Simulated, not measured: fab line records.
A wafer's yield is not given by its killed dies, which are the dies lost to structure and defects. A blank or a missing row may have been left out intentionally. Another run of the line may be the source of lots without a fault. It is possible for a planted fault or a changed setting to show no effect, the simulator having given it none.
Matching of chambers + flow n5-finfet + 4 sister chambers for N5_BEOL_M1_ETCHBACK_99 on rie-diel-04
The step etches SiO2 in CHF3, target depth 5 nm, time 10.4 s. 4 wafers are shown with their chamber, then 8 later ones without.

## EACH WAFER AND ITS CHAMBER
| wafer  | chamber | drypump-motor-current-A (A) |
|--------|---------|-----------------------------|
| L077.3 | 3       | 5.4                         |
| L084.5 | 0       | 5.4                         |
| L085.5 | 2       | 5.2                         |
| L087.2 | 1       | 6.5                         |

## WAFERS WITHOUT THEIR CHAMBER
| wafer  | drypump-motor-current-A (A) |
|--------|-----------------------------|
| L087.3 | 5.3                         |
| L087.4 | 5.4                         |
| L088.3 | 5.4                         |
| L088.4 | 6.5                         |
| L088.6 | 5.4                         |
| L096.2 | 5.3                         |
| L096.3 | 5.4                         |
| L096.4 | 6.4                         |

## WHICH CHAMBER EACH WENT THROUGH
| wafer  | from the rows above          | in truth |
|--------|------------------------------|----------|
| L087.3 | can't be placed: 2 or 0 or 3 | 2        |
| L087.4 | can't be placed: 0 or 3      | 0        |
| L088.3 | can't be placed: 0 or 3      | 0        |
| L088.4 | 1                            | 1        |
| L088.6 | can't be placed: 0 or 3      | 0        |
| L096.2 | can't be placed: 2 or 0 or 3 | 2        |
| L096.3 | can't be placed: 0 or 3      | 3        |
| L096.4 | 1                            | 1        |
2 of 8 placed correctly. These rows do not allow placing 6 (true chamber among the candidates in 6). Number placed wrongly: 0.
How it was worked out, from the rows above alone: a wafer's distance from a chamber is the root of the sum, over the readings, of the square of ((its reading less the chamber's mean) divided by the reading's scatter). The wafer belongs to the nearest chamber; if the next one is less than 2 further off, it can't be placed. The mean given for a chamber averages the wafers shown for that chamber. The scatter: root of mean squared gap, hidden wafer to nearest shown wafer, with one shown wafer a chamber.
